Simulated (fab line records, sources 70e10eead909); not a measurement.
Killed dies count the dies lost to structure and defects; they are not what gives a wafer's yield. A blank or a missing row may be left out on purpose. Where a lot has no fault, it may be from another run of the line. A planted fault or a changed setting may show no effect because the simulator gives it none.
fab line records ; flow nand-harc
[record] lots = 6; wafers = 18; last-day = 33
route steps=1302 shown A_CONTACT@999 END@1302
lots that met no fault: taken from a fault-free run of the same line
start-h: hours from the record's opening day to when the first of the lot's shown wafers began ; wait-h: hours since the lot's step before ; " repeats the value in the row above ; L1.1+2: a row that stands for several wafers ; - either no value or no given start ; * or withheld: withheld ; < > ~ a bound
route shown NAME@n: NAME is a module with steps in the file, n the number in the route of the first one ; usual: average and standard deviation across the fault-free wafers ; same: alike in all rows ; chamber/n: place in a boat ; sites: per-site readings ; _std_site: standard deviation of those values ; _edge_site: the outer-site mean with the inner-site mean subtracted ; radius-mm: how far each site lies from the wafer's centre ; mask NAME#n: copy n ; behind: the most recent tool/chamber to have shaped the wafer ; hold: reason for holding the lot/hours on hold/outcome of the hold ; device: whichever transistor did not switch (one of n, p or np) ; end of line: tests of these same wafers at the route's end ; a step given without rows: its recipe and nothing more ; killed: count of dies lost to structure and defects at first sort (not the wafer's yield) ; map: a wafer's dies, x killed, . not, _ none there
set.NAME: the run value of the setting; set.NAME@STEP: its run value at that earlier step ; model.NAME: the simulator's own value behind a step, which no gauge read
a table for each step, a row for each wafer; lots at some steps of the route
services: from which hour (start-h, from the record's first day; less than 0 if before it) a tool's chamber was out of use, for how many hours, and why
[[steps]]
[step NHARC_A_CONTACT_INSPECT_44]
[usual] raw-defect-count = 77/35
lot.wafer;tool;chamber;start-h;wait-h;raw-defect-count
L887.2;defect-inspect-02;-;513.42;0.0;63
L887.3;defect-inspect-02;-;513.42;0.0;75
L887.6;defect-inspect-02;-;513.42;0.0;63
L889.2;defect-inspect-02;-;540.51;0.0;60
L889.3;defect-inspect-02;-;540.51;0.0;76
L889.6;defect-inspect-02;-;540.51;0.0;70
L892.2;defect-inspect-02;-;575.35;0.0;127
L892.4;defect-inspect-02;-;575.35;0.0;154
L892.6;defect-inspect-02;-;575.35;0.0;123
L900.3;defect-inspect-01;-;655.43;0.0;70
L900.4;defect-inspect-01;-;655.43;0.0;50
L900.6;defect-inspect-01;-;655.43;0.0;52
L902.4;defect-inspect-02;-;662.91;0.0;84
L902.5;defect-inspect-02;-;662.91;0.0;115
L902.6;defect-inspect-02;-;662.91;0.0;117
L905.1;defect-inspect-01;-;705.83;0.0;78
L905.3;defect-inspect-01;-;705.83;0.0;65
L905.5;defect-inspect-01;-;705.83;0.0;60
[step NHARC_A_CONTACT_DESCUM_47]
[recipe] time-s = 3; o2-flow-sccm = 200; ar-flow-sccm = 0; bias-power-w = 0; chemistry = O2
[step NHARC_A_CONTACT_ETCH_48]
[recipe] target-depth-a = 390; over-etch-frac = 0.3; time-s = 65; ion-energy-ev = 80; cf4-flow-sccm = 150; ar-flow-sccm = 0; rf-w = 300; bias-w = 100; chemistry = CF4
[step NHARC_A_CONTACT_ETCH_49]
[recipe] target-depth-a = 2600; over-etch-frac = 0.3; time-s = 475.3; ion-energy-ev = 200; n2-flow-sccm = 150; h2-flow-sccm = 150; ar-flow-sccm = 0; rf-w = 400; bias-w = 150; chemistry = N2/H2
[usual] drypump-motor-current-A = 5.7/0.34; oes-product-au = 1.001/0.01; rf-vpp-V = 430.1/2.2; showerhead-plenum-p-Torr = 2.03/0.073; throttle-valve-pct = 14.171/0.0095
lot.wafer;tool;chamber;start-h;wait-h;drypump-motor-current-A;oes-product-au;rf-hours-counter-h;rf-vpp-V;showerhead-plenum-p-Torr;throttle-valve-pct
L887.3;rie-diel-02;1;-;-;5.6;0.996;41;426.7;1.92;14.170
L887.2;rie-diel-02;2;-;-;5.8;0.985;36;428.1;1.97;14.182
L887.6;rie-diel-02;2;-;-;5.8;0.996;-;428.7;1.97;14.169
L889.3;rie-diel-03;2;-;-;6.3;1.020;16;427.4;1.96;14.172
L889.2;rie-diel-03;3;-;-;5.3;1.002;14;428.8;2.03;14.172
L889.6;rie-diel-03;0;-;-;5.4;1.008;-;429.7;2.02;14.167
L892.2;rie-diel-12;0;-;-;5.7;0.996;43;429.8;2.04;14.172
L892.4;rie-diel-12;3;-;-;5.9;0.985;-;436.4;2.20;14.183
L892.6;rie-diel-12;0;-;-;5.7;0.997;-;430.8;2.04;14.165
L900.3;rie-diel-02;0;-;-;6.1;0.990;21;433.0;2.15;14.170
L900.4;rie-diel-02;2;-;-;5.8;1.009;29;429.2;1.96;14.169
L900.6;rie-diel-02;0;-;-;6.1;0.989;-;434.0;2.15;14.166
L902.4;rie-diel-02;2;-;-;5.7;1.015;31;427.9;1.96;14.171
L902.6;rie-diel-02;0;-;-;6.1;1.005;-;433.3;2.14;14.195
L902.5;rie-diel-02;1;-;-;5.7;1.008;-;428.8;1.91;14.188
L905.1;rie-diel-03;3;-;-;5.3;0.998;12;430.1;2.02;14.165
L905.3;rie-diel-03;1;-;-;5.6;0.990;14;428.5;1.98;14.190
L905.5;rie-diel-03;1;-;-;5.6;0.998;-;429.3;1.98;14.192
[step NHARC_A_CONTACT_ETCH_50]
[recipe] target-depth-a = 1210; time-s = 60.5; cf4-flow-sccm = 100; chf3-flow-sccm = 30; ar-flow-sccm = 0; rf-w = 500; bias-w = 200; chemistry = CF4/CHF3
[step NHARC_A_CONTACT_ETCH_51]
[recipe] target-depth-a = 70000; over-etch-frac = 0.3; time-s = 1820; ion-energy-ev = 150; o2-flow-sccm = 400; cos-flow-sccm = 20; ar-flow-sccm = 0; rf-w = 500; bias-w = 300; chemistry = O2/COS
[usual] drypump-motor-current-A = 5.7/0.33; oes-product-au = 1.001/0.01; rf-vpp-V = 313.7/1.8; showerhead-plenum-p-Torr = 3.10/0.1; throttle-valve-pct = 28.329/0.0095
lot.wafer;tool;chamber;start-h;wait-h;drypump-motor-current-A;oes-product-au;rf-hours-counter-h;rf-vpp-V;showerhead-plenum-p-Torr;throttle-valve-pct
L887.3;rie-diel-02;0;-;-;6.1;1.004;41;315.5;3.29;28.320
L887.2;rie-diel-02;1;-;-;5.6;0.994;42;311.9;2.96;28.324
L887.6;rie-diel-02;3;-;-;5.2;1.005;-;316.5;3.22;28.315
L889.3;rie-diel-03;3;-;-;5.3;0.997;15;312.6;3.10;28.333
L889.2;rie-diel-03;0;-;-;5.4;1.001;15;313.5;3.10;28.336
L889.6;rie-diel-03;3;-;-;5.3;0.984;-;315.6;3.10;28.317
L892.2;rie-diel-12;3;-;-;5.9;0.988;40;318.0;3.35;28.343
L892.4;rie-diel-12;0;-;-;5.7;1.006;-;314.3;3.12;28.330
L892.6;rie-diel-12;3;-;-;5.9;0.989;-;318.2;3.35;28.317
L900.3;rie-diel-02;2;-;-;5.8;1.018;29;310.6;3.01;28.331
L900.4;rie-diel-02;3;-;-;5.3;0.982;25;316.7;3.20;28.344
L900.6;rie-diel-02;3;-;-;5.3;0.984;-;316.1;3.20;28.319
L902.4;rie-diel-02;2;-;-;5.8;1.028;31;313.5;3.01;28.314
L902.5;rie-diel-02;1;-;-;5.7;1.007;-;311.7;2.94;28.333
L902.6;rie-diel-02;2;-;-;5.8;1.013;-;312.2;3.01;28.324
L905.3;rie-diel-03;3;-;-;5.3;1.003;12;313.4;3.09;28.310
L905.1;rie-diel-03;1;-;-;5.6;0.994;14;313.0;3.03;28.341
L905.5;rie-diel-03;1;-;-;5.6;1.002;-;312.9;3.03;28.345
[step NHARC_A_CONTACT_ETCH_111]
[recipe] source-w = withheld; pressure-mtorr = 20; bias-v = withheld; time-s = 140; target-depth-a = 7000; ar-flow-sccm = withheld; c4f8-flow-sccm = withheld; o2-flow-sccm = withheld; chemistry = C4F8/O2/Ar
[step NHARC_A_CONTACT_ETCH_112]
[recipe] source-w = withheld; pressure-mtorr = 20; bias-v = 3000; time-s = 190; target-depth-a = 18500; ar-flow-sccm = withheld; c4f8-flow-sccm = withheld; o2-flow-sccm = withheld; chemistry = C4F8/O2/Ar
[step NHARC_A_CONTACT_ETCH_113]
[recipe] source-w = withheld; pressure-mtorr = 20; bias-v = 3000; time-s = 190; target-depth-a = 18500; ar-flow-sccm = withheld; c4f8-flow-sccm = withheld; o2-flow-sccm = withheld; chemistry = C4F8/O2/Ar
[step NHARC_A_CONTACT_ETCH_114]
[recipe] source-w = withheld; pressure-mtorr = 20; bias-v = 3000; time-s = 190; target-depth-a = 18500; ar-flow-sccm = withheld; c4f8-flow-sccm = withheld; o2-flow-sccm = withheld; chemistry = C4F8/O2/Ar
[step NHARC_A_CONTACT_ETCH_115]
[recipe] source-w = withheld; pressure-mtorr = 20; bias-v = 3000; time-s = 190; target-depth-a = 18500; ar-flow-sccm = withheld; c4f8-flow-sccm = withheld; o2-flow-sccm = withheld; chemistry = C4F8/O2/Ar
[step NHARC_A_CONTACT_ETCH_116]
[recipe] source-w = withheld; pressure-mtorr = 20; bias-v = 3000; time-s = 190; target-depth-a = 18500; ar-flow-sccm = withheld; c4f8-flow-sccm = withheld; o2-flow-sccm = withheld; chemistry = C4F8/O2/Ar
[step NHARC_A_CONTACT_ETCH_117]
[recipe] source-w = withheld; pressure-mtorr = 20; bias-v = 3000; time-s = 190; target-depth-a = 18500; ar-flow-sccm = withheld; c4f8-flow-sccm = withheld; o2-flow-sccm = withheld; chemistry = C4F8/O2/Ar
lot.wafer;tool;chamber;start-h;wait-h;rf-hours-counter-h
L887.2;har-cap-etch-03;0;516.36;0.1;48
L887.3;har-cap-etch-03;0;516.36;0.1;-
L887.6;har-cap-etch-03;0;516.36;0.1;-
L889.2;har-cap-etch-02;0;543.89;0.1;91
L889.3;har-cap-etch-02;1;543.89;0.1;-
L889.6;har-cap-etch-02;0;543.89;0.1;-
L892.2;har-cap-etch-01;1;578.64;0.1;13
L892.4;har-cap-etch-01;1;578.64;0.1;-
L892.6;har-cap-etch-01;1;578.64;0.1;-
L900.3;har-cap-etch-02;0;659.15;0.1;-
L900.4;har-cap-etch-02;1;659.15;0.1;-
L900.6;har-cap-etch-02;1;659.15;0.1;-
L902.4;har-cap-etch-02;1;666.14;0.1;-
L902.5;har-cap-etch-02;1;666.14;0.1;-
L902.6;har-cap-etch-02;0;666.14;0.1;-
L905.1;har-cap-etch-01;0;709.16;0.1;36
L905.3;har-cap-etch-01;0;709.16;0.1;-
L905.5;har-cap-etch-01;0;709.16;0.1;-
[step NHARC_A_CONTACT_ETCH_118]
[recipe] source-w = withheld; pressure-mtorr = 20; bias-v = 3000; time-s = 190; target-depth-a = 18500; ar-flow-sccm = withheld; c4f8-flow-sccm = withheld; o2-flow-sccm = withheld; chemistry = C4F8/O2/Ar
[step NHARC_A_CONTACT_ETCH_119]
[recipe] source-w = withheld; pressure-mtorr = 20; bias-v = 3000; time-s = 190; target-depth-a = 18500; ar-flow-sccm = withheld; c4f8-flow-sccm = withheld; o2-flow-sccm = withheld; chemistry = C4F8/O2/Ar
[step NHARC_A_CONTACT_ETCH_120]
[recipe] source-w = withheld; pressure-mtorr = 20; bias-v = 3000; time-s = 190; target-depth-a = 18500; ar-flow-sccm = withheld; c4f8-flow-sccm = withheld; o2-flow-sccm = withheld; chemistry = C4F8/O2/Ar
[step NHARC_A_CONTACT_ETCH_121]
[recipe] source-w = withheld; pressure-mtorr = 20; bias-v = 3000; time-s = 190; target-depth-a = 18500; ar-flow-sccm = withheld; c4f8-flow-sccm = withheld; o2-flow-sccm = withheld; chemistry = C4F8/O2/Ar
[step NHARC_A_CONTACT_ETCH_122]
[recipe] source-w = withheld; pressure-mtorr = 20; bias-v = 3000; time-s = 190; target-depth-a = 18500; ar-flow-sccm = withheld; c4f8-flow-sccm = withheld; o2-flow-sccm = withheld; chemistry = C4F8/O2/Ar
lot.wafer;tool;chamber;start-h;wait-h;rf-hours-counter-h
L887.2;har-cap-etch-03;0;517.22;0.1;48
L887.3;har-cap-etch-03;0;517.22;0.1;-
L887.6;har-cap-etch-03;0;517.22;0.1;-
L889.2;har-cap-etch-02;0;544.75;0.1;92
L889.3;har-cap-etch-02;1;544.75;0.1;-
L889.6;har-cap-etch-02;0;544.75;0.1;-
L892.2;har-cap-etch-01;1;579.49;0.1;13
L892.4;har-cap-etch-01;1;579.49;0.1;-
L892.6;har-cap-etch-01;1;579.49;0.1;-
L900.3;har-cap-etch-02;0;660.00;0.1;-
L900.4;har-cap-etch-02;1;660.00;0.1;-
L900.6;har-cap-etch-02;1;660.00;0.1;-
L902.4;har-cap-etch-02;1;666.99;0.1;-
L902.5;har-cap-etch-02;1;666.99;0.1;-
L902.6;har-cap-etch-02;0;666.99;0.1;-
L905.1;har-cap-etch-01;0;710.02;0.1;36
L905.3;har-cap-etch-01;0;710.02;0.1;-
L905.5;har-cap-etch-01;0;710.02;0.1;-
[step NHARC_A_CONTACT_ETCH_123]
[recipe] source-w = withheld; pressure-mtorr = 20; bias-v = 400; time-s = 490; target-depth-a = 21100; ar-flow-sccm = withheld; c4f8-flow-sccm = 11.5; o2-flow-sccm = 7.2; chemistry = C4F8/O2/Ar
[step NHARC_A_CONTACT_ETCH_90]
[recipe] target-depth-a = 400; over-etch-frac = 0.5; time-s = 85.7; ion-energy-ev = 120; ch3f-flow-sccm = 50; o2-flow-sccm = 30; ar-flow-sccm = 200; rf-w = 500; bias-w = 100; chemistry = CH3F/O2
[step NHARC_A_CONTACT_ETCH_96]
[recipe] target-depth-a = 200; over-etch-frac = 0.5; time-s = 10; ion-energy-ev = 250; c4f6-flow-sccm = 25; o2-flow-sccm = 20; ar-flow-sccm = 500; rf-w = 600; bias-w = 500; chemistry = C4F6/O2
[step NHARC_A_CONTACT_CD_MEAS_53]
[usual] cd-nm = 289.5/0.65
lot.wafer;tool;chamber;start-h;wait-h;cd-nm
L887.2;cd-sem-02;-;518.59;-;289.1
L887.3;cd-sem-02;-;518.59;-;289.3
L887.6;cd-sem-02;-;518.59;-;289.3
L889.2;cd-sem-03;-;546.08;-;289.2
L889.3;cd-sem-03;-;546.08;-;289.7
L889.6;cd-sem-03;-;546.08;-;289.6
L892.2;cd-sem-01;-;580.86;-;289.7
L892.4;cd-sem-01;-;580.86;-;289.1
L892.6;cd-sem-01;-;580.86;-;289.0
L900.3;cd-sem-01;-;661.31;-;289.5
L900.4;cd-sem-01;-;661.31;-;289.9
L900.6;cd-sem-01;-;661.31;-;290.1
L902.4;cd-sem-02;-;668.31;-;289.2
L902.5;cd-sem-02;-;668.31;-;289.4
L902.6;cd-sem-02;-;668.31;-;289.4
L905.1;cd-sem-01;-;711.39;-;289.6
L905.3;cd-sem-01;-;711.39;-;290.7
L905.5;cd-sem-01;-;711.39;-;289.6
[step NHARC_A_CONTACT_STRIP_99]
[recipe] n2-flow-sccm = 150; h2-flow-sccm = 150; ar-flow-sccm = 0; bias-w = 0; chemistry = N2/H2
[step NHARC_A_CONTACT_STRIP_100]
[recipe] cf4-flow-sccm = 100; chf3-flow-sccm = 30; ar-flow-sccm = 0; bias-w = 0; chemistry = CF4/CHF3
[step NHARC_A_CONTACT_STRIP_101]
[recipe] o2-flow-sccm = 400; cos-flow-sccm = 20; ar-flow-sccm = 0; bias-w = 0; chemistry = O2/COS
[step NHARC_A_CONTACT_ETCH_102]
[recipe] target-depth-a = 1000; overetch-a = 100; time-s = 55; ion-energy-ev = 100; cf4-flow-sccm = 80; o2-flow-sccm = 20; ar-flow-sccm = 0; rf-w = 300; bias-w = 100; chemistry = CF4/O2
[step NHARC_A_CONTACT_STRIP_55]
[recipe] o2-flow-sccm = 500; ar-flow-sccm = 0; bias-w = 0; chemistry = O2
[usual] drypump-motor-current-A = 5.7/0.33; oes-product-au = 1.000/0.0099; rf-vpp-V = 57.8/0.92; showerhead-plenum-p-Torr = 3.52/0.11; throttle-valve-pct = 17.035/0.0089
lot.wafer;tool;chamber;start-h;wait-h;drypump-motor-current-A;oes-product-au;rf-hours-counter-h;rf-vpp-V;showerhead-plenum-p-Torr;throttle-valve-pct
L887.2;rie-diel-03;1;-;-;5.7;0.999;9;56.9;3.45;17.038
L887.3;rie-diel-03;3;-;-;5.3;0.995;11;57.6;3.51;17.041
L887.6;rie-diel-03;2;-;-;6.3;1.013;-;57.2;3.41;17.036
L889.2;rie-diel-03;0;-;-;5.4;0.997;16;58.0;3.50;17.039
L889.3;rie-diel-03;1;-;-;5.7;1.002;15;57.1;3.44;17.028
L889.6;rie-diel-03;0;-;-;5.4;0.998;-;57.3;3.50;17.040
L892.2;rie-diel-03;3;-;-;5.3;0.996;22;58.1;3.50;17.025
L892.4;rie-diel-03;0;-;-;5.4;1.005;21;58.8;3.50;17.040
L892.6;rie-diel-03;3;-;-;5.3;1.003;-;56.7;3.50;17.054
L900.3;rie-diel-03;0;-;-;5.4;0.983;4;57.4;3.49;17.033
L900.4;rie-diel-03;2;-;-;6.4;1.005;3;56.6;3.40;17.044
L900.6;rie-diel-03;0;-;-;5.4;0.991;-;57.2;3.49;17.011
L902.4;rie-diel-12;2;-;-;5.6;1.001;16;58.3;3.57;17.045
L902.6;rie-diel-12;0;-;-;5.7;1.014;-;59.7;3.51;17.034
L902.5;rie-diel-12;1;-;-;5.9;1.018;-;58.3;3.53;17.052
L905.3;rie-diel-03;1;-;-;5.6;0.994;15;58.2;3.43;17.045
L905.1;rie-diel-03;3;-;-;5.3;0.992;13;60.6;3.49;17.049
L905.5;rie-diel-03;1;-;-;5.6;0.994;-;56.9;3.43;17.045
[step NHARC_A_CONTACT_STRIP_56]
[recipe] time-s = 600; temp-c = 30; chemistry = post-etch-residue-remover
[step NHARC_A_CONTACT_DEP_57]
[recipe] target-thk-a = 53000; temp-c = 400; material = aC
[step NHARC_A_CONTACT_DEP_58]
[recipe] target-thk-a = 900; target-thk-nm = 90; temp-c = 400; pressure-torr = 3.5; flow-sccm = 200; rf-w = 350; material = SiON
[usual] heater-power-w = 723/93
lot.wafer;tool;chamber;start-h;wait-h;heater-power-w
L887.2;pecvd-01;2;523.22;2.2;761
L887.3;pecvd-01;0;523.22;2.2;627
L887.6;pecvd-01;0;523.22;2.2;635
L889.3;pecvd-04;0;550.31;1.7;647
L889.2;pecvd-04;1;550.31;1.7;916
L889.6;pecvd-04;0;550.31;1.7;625
L892.2;pecvd-02;2;585.17;2.2;714
L892.4;pecvd-02;1;585.17;2.2;721
L892.6;pecvd-02;2;585.17;2.2;752
L900.3;pecvd-01;2;668.11;1.7;799
L900.4;pecvd-01;0;668.11;1.7;766
L900.6;pecvd-01;2;668.11;1.7;811
L902.6;pecvd-04;0;674.86;0.1;604
L902.4;pecvd-04;1;674.86;0.1;903
L902.5;pecvd-04;2;674.86;0.1;539
L905.1;pecvd-02;0;715.56;2.7;722
L905.3;pecvd-02;2;715.56;2.7;701
L905.5;pecvd-02;2;715.56;2.7;719
[step NHARC_A_CONTACT_DEHYDRATE_59]
[recipe] temp-c = 150; time-s = 120
[step NHARC_A_CONTACT_HMDS_60]
[recipe] time-s = 30
[step NHARC_A_CONTACT_COAT_61]
[recipe] temp-c = 260; time-s = 75
[step NHARC_A_CONTACT_COAT_62]
[recipe] temp-c = 225; time-s = 65
[step NHARC_A_CONTACT_COAT_63]
[recipe] spin-rpm = 1500; resist-thk-nm = 90
[step NHARC_A_CONTACT_SOFTBAKE_64]
[recipe] temp-c = 105; time-s = 55
[step NHARC_A_CONTACT_EBR_65]
[step NHARC_A_CONTACT_EXPOSE_66]
[recipe] na = 1.35; sigma-outer = 0.8; dose-mj = 59.02; mask-id = A_CC_2
[step NHARC_A_CONTACT_PEB_67]
[recipe] peb-temp-c = 100; peb-time-s = 65
[step NHARC_A_CONTACT_DEVELOP_68]
[recipe] develop-time-s = 35; dev-temp-c = 23
[step NHARC_A_CONTACT_CD_MEAS_69]
[recipe] target-cd-nm = 300; landing-energy-ev = 500
[usual] cd-nm = 299.8/0.59
lot.wafer;tool;chamber;start-h;wait-h;cd-nm
L887.2;cd-sem-02;0;523.91;-;299.7
L887.3;cd-sem-02;0;523.91;-;299.0
L887.6;cd-sem-02;0;523.91;-;299.2
L889.2;cd-sem-03;0;550.89;-;299.3
L889.3;cd-sem-03;0;550.89;-;300.1
L889.6;cd-sem-03;0;550.89;-;299.2
L892.2;cd-sem-03;0;585.87;-;299.1
L892.4;cd-sem-03;0;585.87;-;300.2
L892.6;cd-sem-03;0;585.87;-;299.5
L900.3;cd-sem-01;0;668.78;-;299.5
L900.4;cd-sem-01;0;668.78;-;299.4
L900.6;cd-sem-01;0;668.78;-;299.0
L902.4;cd-sem-03;0;675.38;-;299.5
L902.5;cd-sem-03;0;675.38;-;298.5
L902.6;cd-sem-03;0;675.38;-;299.5
L905.1;cd-sem-02;0;716.37;-;299.9
L905.3;cd-sem-02;0;716.37;-;300.2
L905.5;cd-sem-02;0;716.37;-;300.2
[step NHARC_A_CONTACT_OVL_MEAS_70]
[usual] overlay-x-nm = 0.0/0.82; overlay-y-nm = -0.3/0.99
lot.wafer;tool;chamber;start-h;wait-h;overlay-x-nm;overlay-y-nm
L887.2;overlay-01;-;524.01;-;0.0;-0.4
L887.3;overlay-01;-;524.01;-;0.7;-0.1
L887.6;overlay-01;-;524.01;-;0.1;0.4
L889.2;overlay-01;-;550.97;-;1.3;-0.3
L889.3;overlay-01;-;550.97;-;0.9;-0.2
L889.6;overlay-01;-;550.97;-;0.5;-0.2
L892.2;overlay-01;-;585.95;-;-0.7;-0.4
L892.4;overlay-01;-;585.95;-;-0.1;-0.7
L892.6;overlay-01;-;585.95;-;-0.1;-0.3
L900.3;overlay-02;-;668.87;-;0.5;1.0
L900.4;overlay-02;-;668.87;-;0.4;1.4
L900.6;overlay-02;-;668.87;-;0.8;1.3
L902.4;overlay-01;-;675.46;-;0.1;0.0
L902.5;overlay-01;-;675.46;-;0.2;-0.2
L902.6;overlay-01;-;675.46;-;-0.4;-0.1
L905.1;overlay-01;-;716.46;-;1.2;0.5
L905.3;overlay-01;-;716.46;-;1.6;0.3
L905.5;overlay-01;-;716.46;-;1.1;0.5
[step NHARC_END_SORT_01]
[recipe] temp-c = 25
[usual] killed-at-array = 56/19; killed-at-other = 0.8/1.1; killed-at-periphery = 3.4/2.5; killed-dies = 60/19; killed-open = 2.9/1.7; killed-short = 2.4/1.6
[same] gross-dies = 677
lot.wafer;tool;chamber;start-h;wait-h;killed-at-array;killed-at-other;killed-at-periphery;killed-dies;killed-open;killed-short
L900.3;prober-01;0;731.22;3.1;148;3;0;151;1;1
L902.6;prober-02;0;741.94;4.0;171;0;3;174;7;5
// killed by level:class
L900.3 A_CONTACT:unspecified=99 A_CHANNEL_HOLE_D2:chamber-film-flake=19 A_CHANNEL_HOLE_D1:chamber-film-flake=13 A_SLIT:chamber-film-flake=6 A_STAIRCASE:chamber-film-flake=3 A_WL_FILL:chamber-film-flake=3 THIN_TSV:chamber-film-flake=3 A_ZERO_WELL:chamber-film-flake=2
L902.6 A_CONTACT:unspecified=105 A_SLIT:chamber-film-flake=23 A_CHANNEL_HOLE_D2:chamber-film-flake=16 A_CHANNEL_HOLE_D1:chamber-film-flake=7 A_CONTACT:chamber-film-flake=5 A_STAIRCASE:chamber-film-flake=3 A_BONDPAD:chamber-film-flake=3 P_M0:geometric-particle:open=2
// map L900.3 (x killed, . not)
____________.____________
_________......._________
_______.x........._______
______.xx..........______
_____.x............._____
____.................____
____.x.x.............____
___...................___
___..........x........___
__........x.xx.x.......__
__.......x..xxxx.......__
_........x..xxxx........_
_..........xxxxx........_
_...xxx..x.xxxx........._
_..xxxxx.x.xxx.x........_
_xxxxx.x....xx.........._
..xxxxxx.x..x............
.xxxxxxxxx.x...x........x
xxxxxxxxx................
.xxxxxxxxx..............x
.xxxxxxxxxx..............
_xxxxxxxx..............._
_xxxxxxxx..............._
_xxxxxxxx..............._
_.xxxxxxxx.............._
_xxxxxxx................_
__xxxxx.........x......__
__....x........x.......__
___...x...............___
___...................___
____.........x.......____
____.....x...........____
_____..............._____
______.............______
_______..........._______
_________......._________
____________.____________
// map L902.6 (x killed, . not)
____________.____________
_________......._________
_______.........x._______
______..........x.x______
_____........x..x.x._____
____...........xxxxx.____
____.......x.xxxxxxxx____
___..........x.xxxxxx.___
___...x.x...x..xxxx.x.___
__.x..........xxxxxxx..__
__......x......xxx.xx..__
_......x........xx.x...._
_.x...............x....._
_x.xxx..........xx.x...._
_.xxx.xx................_
_xxxxxxxx..............._
..xxxxxxx..............x.
.xxxxxxxxx...............
x.xxxxxxxx...............
.xxxxxxxxx.............x.
xxxxxxxxxx...............
_xxxxxxxxx.x.....x......_
_xxxxxxxx........x......_
_xxxxxxxx.x...x........._
_.xxxxxxx..............._
_x.xxxxx........x......._
__.x.xx................__
__..x.x................__
___...................___
___..x..x.......x.....___
____...............x.____
____.................____
_____..............._____
______.............______
_______..........._______
_________......._________
____________.____________
[[services]]
tool;chamber;start-h;hours;kind
pecvd-01;-;492.00;13.0;pm
rie-diel-03;0;492.05;-;clean
rie-diel-03;1;492.05;-;clean
rie-diel-03;2;492.05;-;clean
rie-diel-03;3;492.05;-;clean
har-cap-etch-01;-;497.49;17.0;pm
rie-diel-03;0;517.02;-;clean
pecvd-01;-;551.01;1.0;repair
pecvd-04;2;554.15;3.8;repair
rie-diel-02;-;570.88;9.0;pm
pecvd-02;-;576.44;1.1;repair
pecvd-02;-;589.00;13.0;pm
pecvd-01;-;614.32;0.3;repair
rie-diel-03;2;622.41;1.5;repair
rie-diel-12;-;622.96;9.0;pm
pecvd-04;-;631.21;13.0;pm
rie-diel-03;-;635.32;9.0;pm
rie-diel-03;-;660.49;0.7;repair
pecvd-01;-;673.00;13.0;pm
rie-diel-12;0;679.56;14.0;repair
pecvd-02;1;692.05;69.3;repair
rie-diel-03;0;698.57;9.7;repair
pecvd-01;1;711.03;19.3;repair
rie-diel-03;2;712.15;28.9;repair
[[key]]
[first-sign] step = NHARC_END_SORT_01; reading = killed-at-array; direction = up; sigmas = 5.6; usual = 56; struck = 160
[effect] step = NHARC_END_SORT_01; reading = killed-dies; direction = up; sigmas = 5.4; usual = 60; struck = 162
[more-kills-born-at] NHARC_A_CONTACT_ETCH_117@har-cap-etch-02 = 199
met-at NHARC_A_CONTACT_ETCH_117
struck-wafers L900.3,L902.6
tester-left-out L900,L902
onset-between 543.89 659.15
[fault] kind = chamber-particle-source; tool = har-cap-etch-02; chamber = 0; onset-h = 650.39; steps = NHARC_A_CONTACT_ETCH_117; rate-per-visit-cm2 = 1.9216; end-h = 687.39
// tester-left-out: of these lots the tester's yield and bins aren't shown, on N5 and GAA mostly nor the transistor test; their killed dies are dies lost to structure and defects alone, not to doping, threshold or leakage, so they don't give the yield
